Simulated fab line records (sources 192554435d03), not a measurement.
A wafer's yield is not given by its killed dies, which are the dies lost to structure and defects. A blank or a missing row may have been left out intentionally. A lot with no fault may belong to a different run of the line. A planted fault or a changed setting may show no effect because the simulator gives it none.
8D (eight disciplines) problem report, filled in by code -- flow n5 finfet -- the parts of the form that need people (team, actions taken, sign-off) are left out

## 1. WHAT WENT WRONG
Mean of run length s at N5_BEOL_M0_CVD_115: 216.1 s across 3 wafers in 2 lots; on wafers with no fault it is 143.2 s (standard deviation 0.62). That is +99 or more standard deviations from the usual mean.
The step: deposits Co from CCTBA/H2, time 120 s.
The first sign was on wafer L628.1 at day 9 20:21, on cvd co-02. Wafers with a number at this step in the record: 27, from 9 lots. By rule, "out" or "out of limits" means more than 4 standard deviations away from the usual mean. Any other wafer with a number is counted as sound.

## 2. WHAT IT IS; WHAT IT IS NOT
question,is,is not
which readings at this step,run length s,-
which lots,"L628, L629","L614, L616, L617, L622, L627, L633, L634"
which wafers of those lots,"L628.1, L628.6, L629.1","L628.5, L629.2, L629.4"
read on which tools,cvd co-02,cvd co-01
when,from day 9 20:21,"up to then (13 sound wafers); but 11 sound wafers of L614, L629, L633, L634 came after"

## 3. WHAT RULES OUT EACH SUSPECT
Counting: a tool at a process step up to the reading stays a suspect if it ran every lot that is out. Sound lots after the first of them don't rule it out here, since some wafers of a struck lot are sound.
- rie diel-01 at N5_BEOL_M0_STRIP_104 (strips in N2/H2): kept. It processed each lot that is out (first: L628, day 9 18:49); up to then, its last sound lot is L627 (day 9 08:52).
- rie diel-01 at N5_BEOL_M0_ETCH_109 (etches SiCN in CH3F/O2, target depth 8 nm, overetch 2.4 nm, time 27.4 s): kept. It processed each lot that is out (first: L628, day 9 19:34); up to then, its last sound lot is L617 (day 7 03:20).
- ald metal-03 at N5_BEOL_M0_ALD_136 (deposits TaN, pulse time 2 s, purge time 3 s, co reactant purge time 2 s): kept. It processed each lot that is out (first: L628, day 9 19:55); up to then, its last sound lot is L616 (day 6 23:29).
- cvd co-02 at N5_BEOL_M0_CVD_115 (deposits Co from CCTBA/H2, time 120 s): kept. It processed each lot that is out (first: L628, day 9 20:21); up to then, its last sound lot is L627 (day 9 10:57). Out on those wafers are its own readings of run length s.
Left after counting: rie diel-01 at N5_BEOL_M0_STRIP_104, rie diel-01 at N5_BEOL_M0_ETCH_109, ald metal-03 at N5_BEOL_M0_ALD_136, cvd co-02 at N5_BEOL_M0_CVD_115.

## 4. THE CAUSE (what the simulator had put in)
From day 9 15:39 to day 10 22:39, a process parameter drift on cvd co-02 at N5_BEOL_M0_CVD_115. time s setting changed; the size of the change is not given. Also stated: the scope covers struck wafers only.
After counting, 4 suspects remain, this tool included.

## 5. SEQUENCE OF EFFECTS, ordered by route
Rows list readings where the struck wafers' mean (over those with a number) sits beyond 3 standard deviations from the usual. Only readings whose record carries a usual standard deviation are examined. hours: median over the lots of the time between each lot's start at the first step of this table that gives one and its start at this step. sigmas: the change, counted in usual standard deviations.
hours,step,reading,usual,on struck wafers,change,sigmas
0,N5_BEOL_M0_CVD_115,run length s,143.2 s,216.1,+72.9,+99 or more
The process steps in it:
- N5_BEOL_M0_CVD_115: deposits Co from CCTBA/H2, time 120 s.
Later steps that measure or inspect, where all struck wafers having a row at the step show a number for every such reading and not one has moved that far: N5_BEOL_M4_RC_MEAS_101.

## 6. HOW IT WOULD HAVE BEEN CAUGHT EARLIER
5 hours passed between the start of the fault at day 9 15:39 and the first reading out of limits in this record, taken at day 9 20:21.
